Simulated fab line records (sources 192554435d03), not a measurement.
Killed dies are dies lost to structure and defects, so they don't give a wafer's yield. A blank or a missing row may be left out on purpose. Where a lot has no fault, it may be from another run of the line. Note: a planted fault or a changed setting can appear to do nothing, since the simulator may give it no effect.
Chamber matching -- flow n5 finfet -- N5_DUMMY_GATE_CMP_04 on cmp-01 has 4 sister chambers
The step polishes a-Si. 8 wafers are shown with their chamber, then 12 later ones without.

## EACH WAFER AND ITS CHAMBER
wafer,chamber,time to endpoint s (s),motor current A (A)
L078.1,2,12.6,9.8
L079.1,2,11.8,9.8
L082.1,3,11.5,9.8
L084.6,0,17.7,10.4
L087.4,0,18.6,9.5
L088.1,1,13.4,10.2
L088.3,3,10.3,9.4
L088.5,1,11.7,10.3

## WAFERS MISSING THEIR CHAMBER
wafer,time to endpoint s (s),motor current A (A)
L089.1,13.8,9.4
L089.5,18.7,10.6
L089.6,15.5,9.7
L090.2,12.2,10.4
L090.5,13.6,10.7
L090.6,12.1,9.3
L092.1,13.3,9.6
L092.3,12.6,9.6
L092.4,13.4,10.8
L093.2,15.8,10.0
L093.4,18.0,9.9
L093.5,18.6,9.6

## CHAMBER TAKEN BY EACH
wafer,from the rows above,in truth
L089.1,can't be placed: 2 or 1 or 3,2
L089.5,0,0
L089.6,can't be placed: 0 or 1 or 2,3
L090.2,can't be placed: 1 or 2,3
L090.5,can't be placed: 1 or 2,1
L090.6,can't be placed: 2 or 3 or 1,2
L092.1,can't be placed: 2 or 1 or 3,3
L092.3,can't be placed: 2 or 1 or 3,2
L092.4,can't be placed: 1 or 2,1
L093.2,can't be placed: 0 or 1 or 2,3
L093.4,0,0
L093.5,0,0
Placed correctly: 3 of 12. Cannot be placed on the basis of these rows: 9; the candidates contain the true chamber in 6. Number placed wrongly: 0.
How it was worked out, from the rows above alone: a wafer's distance from a chamber is the root of the sum, over the readings, of the square of ((its reading less the chamber's mean) divided by the reading's scatter). The wafer belongs to the nearest chamber; if the next one is less than 2 further off, it can't be placed. For every chamber, the mean is computed from those of its wafers that are shown. The scatter: take each reading less its chamber's mean, square it, sum over the shown wafers, divide by the number of wafers less the number of chambers, and take the root.
